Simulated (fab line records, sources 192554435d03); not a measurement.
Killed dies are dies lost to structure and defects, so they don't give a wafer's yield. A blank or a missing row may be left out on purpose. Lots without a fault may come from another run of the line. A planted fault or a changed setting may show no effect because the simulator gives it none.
fab line records | flow n5_finfet
record lots=24 wafers=72 last_day=18
route steps=1938 shown DUMMY_GATE@241 SPACER0@258 ILD0@346 SDB@358
lots that met no fault: from a run of the same line without faults
start_h: hours from the record's first day to the start of the lot's first wafer shown | wait_h: hours since the lot's step before | " the same as in the row above | L1.1+2: a row that stands for several wafers | - no value, or no start given | * or withheld: withheld | < > ~ a bound
route shown NAME@n: a module of which the file shows steps, and the number in the route of the first | usual: mean/standard deviation of fault-free wafers | same: alike in all rows | chamber/n: place in a boat | sites: the reading at each site | _std_site: their standard deviation | _edge_site: outer sites' mean less inner sites' | radius_mm: how far each site lies from the wafer's centre | mask NAME#n: copy n | behind: the tool/chamber that last shaped the wafer | hold: why the lot was held/for how many hours/how that ended | device: the transistor (n, p or np) that didn't switch | end of line: the same wafers' tests at the end of the route | a step without rows: its recipe alone | killed: dies lost to structure and defects at the first sort, not the wafer's yield | map: a wafer's dies, x killed, . not, _ none there
set.NAME: the setting as run; set.NAME@STEP: as run at that earlier step | model.NAME: the simulator's own value behind a step, which no gauge read
steps of the route over a sample of lots; a table a step, a row a wafer
services: from which hour (start_h, from the record's first day; less than 0 if before it) a tool's chamber was out of use, for how many hours, and why
## steps
# step N5_DUMMY_GATE_STRIP_40
# recipe chemistry=CF4 resist=SiARC power_w=300 bias_power_w=75 pressure_mtorr=50 cf4_flow_sccm=150 rf_frequency_hz=6e+07
# usual drypump_motor_current_A=5.6/0.3 oes_product_au=0.75/0.065 rf_vpp_V=271.1/1.1 showerhead_plenum_p_Torr=1.80/0.043 throttle_valve_pct=13.61/0.26
# columns lot.wafer tool chamber start_h wait_h drypump_motor_current_A oes_product_au rf_hours_counter_h rf_vpp_V showerhead_plenum_p_Torr throttle_valve_pct
L074.4 rie_diel-01 1 49.46 0.1 5.5 0.76 137 270.9 1.81 13.56
L074.5 " 2 " " 5.4 0.72 - 269.0 1.77 13.94
L074.6 " 1 " " 5.5 0.77 - 270.9 1.81 13.54
L075.2 rie_diel-01 3 55.22 0.1 5.6 0.76 106 270.8 1.74 13.38
L075.4 " 0 " " 5.3 0.86 31 271.7 1.82 13.38
L075.6 " 0 " " 5.3 0.87 - 272.6 1.82 13.39
L076.2 rie_diel-04 1 60.04 0.1 6.3 0.71 186 273.2 1.86 13.81
L076.3 " 3 " " 5.9 0.71 213 272.6 1.86 13.85
L076.5 " 3 " " 5.9 0.71 - 271.7 1.86 13.84
L077.1 rie_diel-01 2 68.05 0.1 5.4 0.71 208 270.7 1.77 13.94
L077.2 " 3 " " 5.6 0.76 109 270.2 1.74 13.38
L077.5 " 0 " " 5.3 0.85 - 271.3 1.82 13.40
L078.2 rie_diel-05 1 75.58 0.1 5.2 0.78 111 270.4 1.80 13.27
L078.5 " 1 " " 5.2 0.78 - 271.0 1.80 13.27
L078.6 " 3 " " 5.6 0.71 - 271.9 1.78 13.63
L079.3 rie_diel-04 1 82.74 0.1 6.3 0.71 195 273.0 1.86 13.79
L079.4 " 3 " " 5.9 0.70 - 272.9 1.86 13.86
L079.5 " 1 " " 6.3 0.71 - 272.0 1.86 13.82
L080.2 rie_diel-05 1 87.45 0.1 5.2 0.77 116 269.7 1.80 13.29
L080.5 " 2 " " 5.9 0.73 - 269.9 1.78 13.60
L080.6 " 3 " " 5.6 0.71 - 270.7 1.78 13.66
L081.2 rie_diel-01 1 94.00 0.1 5.5 0.76 150 271.4 1.80 13.58
L081.4 " 0 " " 5.3 0.85 40 271.0 1.82 13.40
L081.5 " 0 " " 5.3 0.84 - 271.0 1.82 13.43
L082.1 rie_diel-04 0 96.33 0.2 5.6 0.72 221 272.6 1.85 13.76
L082.3 " 2 " " 6.2 0.94 2 270.5 1.76 12.95
L082.5 " 1 " " 6.3 0.70 - 272.3 1.86 13.84
L083.1 rie_diel-05 2 101.42 0.1 5.9 0.73 191 269.5 1.78 13.61
L083.3 " 1 " " 5.2 0.77 122 270.8 1.80 13.30
L083.4 " 3 " " 5.6 0.70 - 272.6 1.78 13.65
L084.2 rie_diel-04 1 105.42 0.1 6.3 0.70 203 274.0 1.86 13.83
L084.4 " 3 " " 5.9 0.70 228 271.8 1.85 13.87
L084.6 " 0 " " 5.6 0.71 - 272.5 1.85 13.75
L085.1 rie_diel-01 1 115.49 0.1 5.5 0.75 157 270.1 1.80 13.60
L085.2 " 0 " " 5.3 0.85 45 271.2 1.82 13.41
L085.6 " 2 " " 5.4 0.70 - 268.7 1.76 14.00
L086.3 rie_diel-05 3 117.28 0.1 5.6 0.69 197 271.2 1.78 13.69
L086.4 " 2 " " 5.8 0.72 196 269.8 1.78 13.62
L086.5 " 0 " " 5.4 0.95 - 272.6 1.91 13.35
L087.3 rie_diel-01 0 125.17 0.1 5.3 0.83 48 272.9 1.82 13.43
L087.4 " 1 " " 5.6 0.75 160 269.6 1.80 13.61
L087.5 " 0 " " 5.3 0.83 - 272.7 1.82 13.45
L088.2 rie_diel-01 3 133.25 0.1 5.7 0.74 129 270.6 1.73 13.43
L088.4 " 2 " " 5.4 0.70 229 271.8 1.76 14.00
L088.5 " 2 " " 5.4 0.69 - 270.5 1.76 14.01
L089.2 rie_diel-01 2 143.38 0.1 5.4 0.69 231 270.7 1.76 14.02
L089.3 " 0 " " 5.3 0.84 52 271.1 1.82 13.43
L089.5 " 3 " " 5.7 0.75 - 271.6 1.73 13.44
L090.3 rie_diel-01 0 151.21 0.1 5.3 0.82 55 271.9 1.82 13.44
L090.4 " 3 " " 5.7 0.73 133 268.9 1.73 13.44
L090.5 " 2 " " 5.4 0.69 - 270.3 1.76 14.01
L091.1 rie_diel-01 2 154.62 0.1 5.4 0.69 235 270.2 1.76 14.02
L091.2 " 1 " " 5.5 0.73 168 271.3 1.80 13.61
L091.3 " 3 " " 5.7 0.73 135 270.7 1.73 13.45
L092.1 rie_diel-01 0 155.06 0.2 5.3 0.83 56 270.8 1.82 13.45
L092.2 " 1 " " 5.5 0.74 169 271.5 1.80 13.63
L092.3 " 3 " " 5.6 0.74 135 270.4 1.73 13.44
L093.2 rie_diel-01 3 162.85 0.1 5.6 0.72 137 268.9 1.73 13.47
L093.3 " 1 " " 5.5 0.74 171 273.0 1.80 13.65
L093.4 " 0 " " 5.3 0.82 58 270.3 1.82 13.45
L094.1 rie_diel-04 1 171.52 0.1 6.2 0.69 221 271.4 1.85 13.87
L094.5 " 3 " " 5.9 0.69 - 271.7 1.85 13.89
L094.6 " 0 " " 5.6 0.69 - 272.4 1.84 13.80
L095.2 rie_diel-04 3 182.04 0.1 5.9 0.69 249 272.6 1.85 13.90
L095.3 " 0 " " 5.6 0.69 245 271.2 1.84 13.79
L095.4 " 1 " " 6.3 0.69 224 271.2 1.85 13.87
L097.2 rie_diel-05 1 193.24 0.1 5.2 0.75 147 271.2 1.79 13.37
L097.4 " 2 " " 5.9 0.71 - 270.9 1.77 13.67
L097.5 " 1 " " 5.2 0.74 - 270.2 1.79 13.35
L096.1 rie_diel-04 0 197.02 0.1 5.6 0.69 250 272.6 1.84 13.81
L096.2 " 2 " " 6.2 0.86 30 270.1 1.75 12.99
L096.4 " 0 " " 5.6 0.69 - 270.4 1.84 13.80
# step N5_DUMMY_GATE_CD_MEAS_24
# recipe target_cd_nm=15
# usual cd_nm=15.0/0.44
# columns lot.wafer tool chamber start_h wait_h cd_nm
L074.4 cd_sem-02 - 50.06 0.1 14.9
L074.5 " - " " 15.0
L074.6 " - " " 15.5
L075.2 cd_sem-02 - 55.77 0.1 14.9
L075.4 " - " " 15.8
L075.6 " - " " 15.3
L076.2 cd_sem-01 - 60.58 0.1 15.2
L076.3 " - " " 15.5
L076.5 " - " " 14.9
L077.1 cd_sem-01 - 68.66 0.1 14.2
L077.2 " - " " 14.2
L077.5 " - " " 14.2
L078.2 cd_sem-03 - 76.12 0.1 15.0
L078.5 " - " " 14.9
L078.6 " - " " 14.9
L079.3 cd_sem-03 - 83.29 0.1 14.3
L079.4 " - " " 14.6
L079.5 " - " " 13.9
L080.2 cd_sem-02 - 88.00 0.1 15.5
L080.5 " - " " 15.0
L080.6 " - " " 14.6
L081.2 cd_sem-03 - 94.63 0.1 14.8
L081.4 " - " " 15.0
L081.5 " - " " 14.2
L082.1 cd_sem-03 - 96.92 0.1 14.7
L082.3 " - " " 14.9
L082.5 " - " " 14.7
L083.1 cd_sem-01 - 102.22 0.1 14.8
L083.3 " - " " 15.2
L083.4 " - " " 15.1
L084.2 cd_sem-02 - 105.97 0.1 15.4
L084.4 " - " " 15.6
L084.6 " - " " 15.4
L085.1 cd_sem-03 - 116.04 0.1 15.3
L085.2 " - " " 15.0
L085.6 " - " " 14.9
L086.3 cd_sem-01 - 117.83 0.1 14.9
L086.4 " - " " 14.6
L086.5 " - " " 14.5
L087.3 cd_sem-02 - 126.00 0.1 14.5
L087.4 " - " " 14.7
L087.5 " - " " 14.9
L088.2 cd_sem-02 - 133.82 0.1 15.4
L088.4 " - " " 15.2
L088.5 " - " " 15.6
L089.2 cd_sem-01 - 143.93 0.1 15.2
L089.3 " - " " 15.5
L089.5 " - " " 15.1
L090.3 cd_sem-01 - 151.77 0.1 15.1
L090.4 " - " " 14.4
L090.5 " - " " 14.6
L091.1 cd_sem-03 - 155.29 0.1 15.1
L091.2 " - " " 15.2
L091.3 " - " " 14.4
L092.1 cd_sem-03 - 155.85 0.1 14.9
L092.2 " - " " 14.9
L092.3 " - " " 14.6
L093.2 cd_sem-01 - 163.39 0.1 14.8
L093.3 " - " " 15.4
L093.4 " - " " 14.8
L094.1 cd_sem-01 - 172.07 0.1 14.5
L094.5 " - " " 15.2
L094.6 " - " " 14.8
L095.2 cd_sem-01 - 182.64 0.1 15.2
L095.3 " - " " 15.7
L095.4 " - " " 14.9
L097.2 cd_sem-03 - 193.96 0.1 15.5
L097.4 " - " " 14.8
L097.5 " - " " 14.4
L096.1 cd_sem-03 - 197.56 0.1 16.1
L096.2 " - " " 15.6
L096.4 " - " " 15.5
# step N5_DUMMY_GATE_INSPECT_27
# recipe inspect_instrument=brightfield mode=aei
# usual raw_defect_count=281/65
# columns lot.wafer tool chamber start_h wait_h raw_defect_count
L074.4 defect_inspect-01 - 50.34 0.0 244
L074.5 " - " " 231
L074.6 " - " " 190
L075.2 defect_inspect-02 - 56.05 0.0 260
L075.4 " - " " 357
L075.6 " - " " 225
L076.2 defect_inspect-01 - 60.86 0.0 254
L076.3 " - " " 387
L076.5 " - " " 311
L077.1 defect_inspect-02 - 68.98 0.0 250
L077.2 " - " " 266
L077.5 " - " " 361
L078.2 defect_inspect-01 - 76.40 0.0 336
L078.5 " - " " 416
L078.6 " - " " 350
L079.3 defect_inspect-02 - 83.57 0.0 183
L079.4 " - " " 219
L079.5 " - " " 217
L080.2 defect_inspect-01 - 88.28 0.0 326
L080.5 " - " " 393
L080.6 " - " " 270
L081.2 defect_inspect-02 - 94.93 0.0 384
L081.4 " - " " 263
L081.5 " - " " 271
L082.1 defect_inspect-02 - 97.25 0.0 308
L082.3 " - " " 381
L082.5 " - " " 192
L083.1 defect_inspect-02 - 102.51 0.0 285
L083.3 " - " " 231
L083.4 " - " " 273
L084.2 defect_inspect-01 - 106.37 0.0 218
L084.4 " - " " 211
L084.6 " - " " 273
L085.1 defect_inspect-02 - 116.32 0.0 347
L085.2 " - " " 349
L085.6 " - " " 475
L086.3 defect_inspect-02 - 118.23 0.0 304
L086.4 " - " " 333
L086.5 " - " " 269
L087.3 defect_inspect-01 - 126.29 0.0 206
L087.4 " - " " 359
L087.5 " - " " 328
L088.2 defect_inspect-01 - 134.10 0.0 240
L088.4 " - " " 280
L088.5 " - " " 277
L089.2 defect_inspect-02 - 144.21 0.0 284
L089.3 " - " " 342
L089.5 " - " " 190
L090.3 defect_inspect-01 - 152.06 0.0 225
L090.4 " - " " 342
L090.5 " - " " 291
L091.1 defect_inspect-02 - 155.71 0.0 200
L091.2 " - " " 167
L091.3 " - " " 180
L092.1 defect_inspect-02 - 156.14 0.0 196
L092.2 " - " " 287
L092.3 " - " " 257
L093.2 defect_inspect-02 - 163.68 0.0 340
L093.3 " - " " 220
L093.4 " - " " 214
L094.1 defect_inspect-02 - 172.35 0.0 326
L094.5 " - " " 262
L094.6 " - " " 295
L095.2 defect_inspect-02 - 182.95 0.0 322
L095.3 " - " " 262
L095.4 " - " " 318
L097.2 defect_inspect-01 - 194.24 0.0 344
L097.4 " - " " 229
L097.5 " - " " 252
L096.1 defect_inspect-01 - 197.85 0.0 280
L096.2 " - " " 239
L096.4 " - " " 459
# step N5_SPACER0_ALD_07
# recipe material=SiNx target_thk_a=20 temp_c=400 ald_precursor_family=SiH2I2 ald_co_reactant=N2/H2-plasma pressure_torr=2
# usual heater_power_w=889/90 susceptor_temp_C=400.00/0.21
# columns lot.wafer tool chamber start_h wait_h heater_power_w susceptor_temp_C
L074.4 ald_sin-03 0 50.37 0.0 985 399.97
L074.5 " 0 " " 993 399.89
L074.6 " 1 " " 768 399.95
L075.2 ald_sin-02 3 56.09 0.0 934 400.00
L075.4 " 1 " " 839 399.83
L075.6 " 3 " " 914 399.92
L076.2 ald_sin-03 1 60.90 0.0 755 400.36
L076.3 " 0 " " 1004 399.93
L076.5 " 3 " " 760 399.96
L077.1 ald_sin-02 1 69.13 0.2 855 399.96
L077.2 " 0 " " 1011 399.93
L077.5 " 3 " " 939 399.99
L078.2 ald_sin-02 3 76.44 0.0 937 399.88
L078.5 " 0 " " 991 400.64
L078.6 " 1 " " 870 399.73
L079.3 ald_sin-02 2 83.61 0.0 887 399.86
L079.4 " 3 " " 927 399.53
L079.5 " 0 " " 1009 399.68
L080.2 ald_sin-02 2 88.52 0.2 868 399.83
L080.5 " 1 " " 843 400.03
L080.6 " 2 " " 884 399.90
L081.2 ald_sin-02 3 95.30 0.4 941 400.01
L081.4 " 0 " " 999 399.84
L081.5 " 0 " " 1004 399.81
L082.1 ald_sin-02 3 97.87 0.6 943 400.24
L082.3 " 1 " " 840 400.30
L082.5 " 2 " " 880 400.09
L083.1 ald_sin-02 3 102.55 0.0 921 400.31
L083.3 " 1 " " 865 399.73
L083.4 " 2 " " 889 399.93
L084.2 ald_sin-04 2 106.41 0.0 748 400.04
L084.4 " 3 " " 894 400.17
L084.6 " 1 " " 996 400.12
L085.1 ald_sin-03 1 116.76 0.4 761 399.97
L085.2 " 2 " " 814 399.92
L085.6 " 2 " " 806 399.99
L086.3 ald_sin-03 0 118.27 0.0 1011 399.79
L086.4 " 2 " " 810 399.90
L086.5 " 1 " " 773 400.31
L087.3 ald_sin-02 2 126.32 0.0 894 400.26
L087.4 " 0 " " 997 399.89
L087.5 " 2 " " 904 400.39
L088.2 ald_sin-03 1 134.14 0.0 779 399.97
L088.4 " 2 " " 830 400.22
L088.5 " 1 " " 767 399.71
L089.2 ald_sin-03 1 144.25 0.0 766 400.04
L089.3 " 3 " " 766 399.77
L089.5 " 2 " " 805 400.05
L090.3 ald_sin-04 3 152.10 0.0 879 400.10
L090.4 " 1 " " 1002 400.12
L090.5 " 2 " " 725 400.24
L091.1 ald_sin-02 1 155.75 0.0 872 400.15
L091.2 " 2 " " 891 399.96
L091.3 " 0 " " 1009 400.06
L092.1 ald_sin-04 0 156.29 0.2 879 399.99
L092.2 " 1 " " 994 400.19
L092.3 " 3 " " 893 399.79
L093.2 ald_sin-03 0 163.71 0.0 1022 399.96
L093.3 " 1 " " 759 399.95
L093.4 " 3 " " 762 400.14
L094.1 ald_sin-04 3 172.39 0.0 884 400.24
L094.5 " 3 " " 873 400.27
L094.6 " 1 " " 1010 400.07
L095.2 ald_sin-02 1 182.99 0.0 877 399.80
L095.3 " 0 " " 1004 400.11
L095.4 " 2 " " 897 399.84
L097.2 ald_sin-03 3 194.62 0.4 728 400.46
L097.4 " 1 " " 773 399.87
L097.5 " 3 " " 706 400.18
L096.1 ald_sin-02 2 197.88 0.0 916 400.30
L096.2 " 3 " " 942 399.71
L096.4 " 0 " " 1007 400.34
# step N5_ILD0_INSPECT_06
# recipe inspect_instrument=darkfield mode=post_cmp
# usual raw_defect_count=36/15
# columns lot.wafer tool chamber start_h wait_h raw_defect_count
L074.4 defect_inspect-01 - 67.64 0.0 44
L074.5 " - " " 53
L074.6 " - " " 33
L075.2 defect_inspect-01 - 74.15 0.0 30
L075.4 " - " " 24
L075.6 " - " " 33
L076.2 defect_inspect-01 - 78.72 0.0 61
L076.3 " - " " 60
L076.5 " - " " 16
L077.1 defect_inspect-01 - 85.17 0.0 44
L077.2 " - " " 40
L077.5 " - " " 29
L078.2 defect_inspect-01 - 93.75 0.0 22
L078.5 " - " " 38
L078.6 " - " " 29
L079.3 defect_inspect-01 - 104.06 0.0 46
L079.4 " - " " 28
L079.5 " - " " 17
L080.2 defect_inspect-02 - 105.04 0.0 16
L080.5 " - " " 28
L080.6 " - " " 43
L081.2 defect_inspect-02 - 113.72 0.0 37
L081.4 " - " " 28
L081.5 " - " " 20
L082.1 defect_inspect-01 - 114.85 0.0 79
L082.3 " - " " 31
L082.5 " - " " 59
L083.1 defect_inspect-01 - 120.55 0.0 42
L083.3 " - " " 36
L083.4 " - " " 17
L084.2 defect_inspect-01 - 125.45 0.0 50
L084.4 " - " " 27
L084.6 " - " " 41
L085.1 defect_inspect-02 - 133.20 0.0 50
L085.2 " - " " 32
L085.6 " - " " 42
L086.3 defect_inspect-02 - 139.26 0.0 35
L086.4 " - " " 37
L086.5 " - " " 23
L087.3 defect_inspect-02 - 142.62 0.0 22
L087.4 " - " " 40
L087.5 " - " " 12
L088.2 defect_inspect-01 - 152.43 0.0 41
L088.4 " - " " 53
L088.5 " - " " 67
L089.2 defect_inspect-02 - 162.50 0.0 74
L089.3 " - " " 47
L089.5 " - " " 39
L090.3 defect_inspect-01 - 170.44 0.0 26
L090.4 " - " " 13
L090.5 " - " " 14
L092.1 defect_inspect-01 - 172.64 0.0 35
L092.2 " - " " 50
L092.3 " - " " 53
L091.1 defect_inspect-02 - 173.54 0.0 28
L091.2 " - " " 44
L091.3 " - " " 34
L093.2 defect_inspect-01 - 180.27 0.0 30
L093.3 " - " " 38
L093.4 " - " " 41
L094.1 defect_inspect-02 - 190.40 0.0 17
L094.5 " - " " 32
L094.6 " - " " 16
L095.2 defect_inspect-02 - 199.87 0.0 49
L095.3 " - " " 56
L095.4 " - " " 28
L097.2 defect_inspect-01 - 212.17 0.0 38
L097.4 " - " " 34
L097.5 " - " " 45
L096.1 defect_inspect-01 - 215.04 0.2 37
L096.2 " - " " 37
L096.4 " - " " 47
# step N5_SDB_INSPECT_13
# recipe mode=adi inspect_instrument=brightfield
# usual raw_defect_count=69/24
# columns lot.wafer tool chamber start_h wait_h raw_defect_count
L074.4 defect_inspect-02 - 68.18 0.0 55
L074.5 " - " " 63
L074.6 " - " " 72
L075.2 defect_inspect-01 - 74.69 0.0 98
L075.4 " - " " 61
L075.6 " - " " 80
L076.2 defect_inspect-02 - 79.27 0.0 46
L076.3 " - " " 86
L076.5 " - " " 61
L077.1 defect_inspect-01 - 85.58 0.0 54
L077.2 " - " " 45
L077.5 " - " " 103
L078.2 defect_inspect-02 - 94.30 0.0 36
L078.5 " - " " 108
L078.6 " - " " 91
L079.3 defect_inspect-01 - 104.48 0.0 75
L079.4 " - " " 78
L079.5 " - " " 47
L080.2 defect_inspect-02 - 105.45 0.0 84
L080.5 " - " " 71
L080.6 " - " " 89
L081.2 defect_inspect-02 - 114.14 0.0 36
L081.4 " - " " 32
L081.5 " - " " 42
L082.1 defect_inspect-01 - 115.39 0.0 35
L082.3 " - " " 58
L082.5 " - " " 54
L083.1 defect_inspect-01 - 121.09 0.0 90
L083.3 " - " " 81
L083.4 " - " " 62
L084.2 defect_inspect-02 - 125.99 0.0 76
L084.4 " - " " 111
L084.6 " - " " 72
L085.1 defect_inspect-02 - 133.62 0.0 115
L085.2 " - " " 61
L085.6 " - " " 53
L086.3 defect_inspect-01 - 139.80 0.0 41
L086.4 " - " " 36
L086.5 " - " " 59
L087.3 defect_inspect-01 - 143.16 0.0 48
L087.4 " - " " 70
L087.5 " - " " 67
L088.2 defect_inspect-02 - 152.85 0.0 125
L088.4 " - " " 89
L088.5 " - " " 70
L089.2 defect_inspect-01 - 162.93 0.0 108
L089.3 " - " " 105
L089.5 " - " " 65
L090.3 defect_inspect-01 - 170.89 0.0 117
L090.4 " - " " 65
L090.5 " - " " 62
L092.1 defect_inspect-01 - 173.22 0.0 45
L092.2 " - " " 62
L092.3 " - " " 38
L091.1 defect_inspect-01 - 174.08 0.0 44
L091.2 " - " " 78
L091.3 " - " " 93
L093.2 defect_inspect-02 - 180.82 0.0 85
L093.3 " - " " 86
L093.4 " - " " 62
L094.1 defect_inspect-02 - 190.94 0.0 67
L094.5 " - " " 58
L094.6 " - " " 84
L095.2 defect_inspect-02 - 200.42 0.0 66
L095.3 " - " " 40
L095.4 " - " " 76
L097.2 defect_inspect-01 - 212.59 0.0 85
L097.4 " - " " 95
L097.5 " - " " 79
L096.1 defect_inspect-01 - 215.63 0.0 45
L096.2 " - " " 44
L096.4 " - " " 65
## services
# columns tool chamber start_h hours kind
rie_diel-04 - 30.72 3.5 repair
ald_sin-03 2 35.89 12.3 repair
rie_diel-04 2 75.40 - clean
rie_diel-04 2 75.40 - consumable_replace:focus_ring
rie_diel-01 0 83.15 5.0 repair
ald_sin-04 - 85.25 14.0 pm
rie_diel-01 0 97.10 6.9 repair
ald_sin-02 3 121.55 17.2 repair
ald_sin-02 - 130.27 0.4 repair
rie_diel-05 1 141.67 9.0 repair
ald_sin-04 2 153.87 21.7 repair
ald_sin-03 - 166.93 1.7 repair
ald_sin-03 - 178.05 14.0 pm
ald_sin-03 0 178.05 14.0 vent_cycle
ald_sin-03 1 178.05 14.0 vent_cycle
ald_sin-03 2 178.05 14.0 vent_cycle
ald_sin-03 3 178.05 14.0 vent_cycle
rie_diel-05 3 190.29 7.9 repair
ald_sin-03 0 192.05 - clean
ald_sin-03 1 192.05 - clean
ald_sin-03 2 192.05 - clean
ald_sin-03 3 192.05 - clean
rie_diel-01 1 194.00 11.3 repair
rie_diel-01 0 197.51 3.7 repair
## key
fault none
